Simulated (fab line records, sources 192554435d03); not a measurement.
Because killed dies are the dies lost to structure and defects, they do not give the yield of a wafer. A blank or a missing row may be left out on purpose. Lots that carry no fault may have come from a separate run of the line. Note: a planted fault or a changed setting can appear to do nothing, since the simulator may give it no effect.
Matching of chambers -- flow n5Finfet -- 4 sister chambers for N5_STI_FIN_REVEAL_CMP_04 on cmp-01
The step polishes, stops on Si3N4, t overpolish 4 s, target thk 131.83 nm. 8 wafers are shown with their chamber, then 9 later ones without.

== WAFERS, EACH WITH ITS CHAMBER ==
wafer,chamber,motorCurrentA (A),timeToEndpointS (s)
L085.2,1,7.6,117
L085.4,2,7.6,112
L085.6,1,8.0,111
L089.4,0,7.0,108
L089.5,3,8.3,117
L090.2,3,8.6,113
L090.3,0,6.8,108
L090.4,2,7.6,105

== WAFERS WHOSE CHAMBER IS MISSING ==
wafer,motorCurrentA (A),timeToEndpointS (s)
L091.1,7.7,114
L091.3,6.8,111
L091.4,8.9,117
L092.2,7.5,119
L092.5,6.6,113
L092.6,7.3,119
L094.4,7.7,111
L094.5,8.8,122
L094.6,6.6,106

== WHICH CHAMBER EACH WENT THROUGH ==
wafer,from the rows above,in truth
L091.1,can't be placed: 1 or 2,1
L091.3,0,0
L091.4,3,3
L092.2,can't be placed: 1 or 2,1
L092.5,0,0
L092.6,can't be placed: 1 or 2 or 0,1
L094.4,can't be placed: 2 or 1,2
L094.5,3,3
L094.6,0,0
Placed correctly: 5 of 9. From these rows, 4 cannot be placed; in 4 the true chamber is one of the candidates. Number placed wrongly: 0.
How it was worked out, from the rows above alone: a wafer's distance from a chamber is the root of the sum, over the readings, of the square of ((its reading less the chamber's mean) divided by the reading's scatter). If the next closest chamber is less than 2 further off than the closest, the wafer can't be placed; otherwise it belongs to the closest. For every chamber, the mean is computed from those of its wafers that are shown. The scatter: take each reading less its chamber's mean, square it, sum over the shown wafers, divide by the number of wafers less the number of chambers, and take the root.
